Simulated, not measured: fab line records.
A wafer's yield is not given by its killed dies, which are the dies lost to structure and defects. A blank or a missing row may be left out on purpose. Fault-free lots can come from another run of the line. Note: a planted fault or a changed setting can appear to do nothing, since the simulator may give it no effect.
Matching of chambers || flow n5 finfet || N5_DUMMY_GATE_STRIP_48 on rie diel-04: 4 sister chambers
The step strips in N2/H2, time 20 s. 4 wafers are shown with their chamber, then 7 later ones without.

== WAFERS PAIRED WITH THEIR CHAMBERS ==
{"wafer": "L077.6", "chamber": 3, "showerhead plenum p Torr (Torr)": 3.50}
{"wafer": "L087.3", "chamber": 1, "showerhead plenum p Torr (Torr)": 3.51}
{"wafer": "L091.2", "chamber": 0, "showerhead plenum p Torr (Torr)": 3.39}
{"wafer": "L091.5", "chamber": 2, "showerhead plenum p Torr (Torr)": 3.21}

== WAFERS WITHOUT THEIR CHAMBER ==
{"wafer": "L091.6", "showerhead plenum p Torr (Torr)": 3.49}
{"wafer": "L093.2", "showerhead plenum p Torr (Torr)": 3.21}
{"wafer": "L093.3", "showerhead plenum p Torr (Torr)": 3.50}
{"wafer": "L093.4", "showerhead plenum p Torr (Torr)": 3.39}
{"wafer": "L094.3", "showerhead plenum p Torr (Torr)": 3.50}
{"wafer": "L094.5", "showerhead plenum p Torr (Torr)": 3.39}
{"wafer": "L094.6", "showerhead plenum p Torr (Torr)": 3.50}

== WHICH CHAMBER EACH ONE RAN IN ==
{"wafer": "L091.6", "from the rows above": 3, "in truth": 3}
{"wafer": "L093.2", "from the rows above": 2, "in truth": 2}
{"wafer": "L093.3", "from the rows above": 3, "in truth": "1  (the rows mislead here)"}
{"wafer": "L093.4", "from the rows above": 0, "in truth": 0}
{"wafer": "L094.3", "from the rows above": 3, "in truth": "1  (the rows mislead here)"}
{"wafer": "L094.5", "from the rows above": 0, "in truth": 0}
{"wafer": "L094.6", "from the rows above": 3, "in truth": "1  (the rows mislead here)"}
Placed correctly: 4 of 7. Not placeable from these rows: 0. 3 placed wrongly.
How it was worked out, from the rows above alone: a wafer's distance from a chamber is the root of the sum, over the readings, of the square of ((its reading less the chamber's mean) divided by the reading's scatter). If the next closest chamber is less than 2 further off than the closest, the wafer can't be placed; otherwise it belongs to the closest. For every chamber, the mean is computed from those of its wafers that are shown. The scatter (one wafer shown for each chamber): square how far every hidden wafer sits from the nearest shown wafer, average those squares and take the square root.
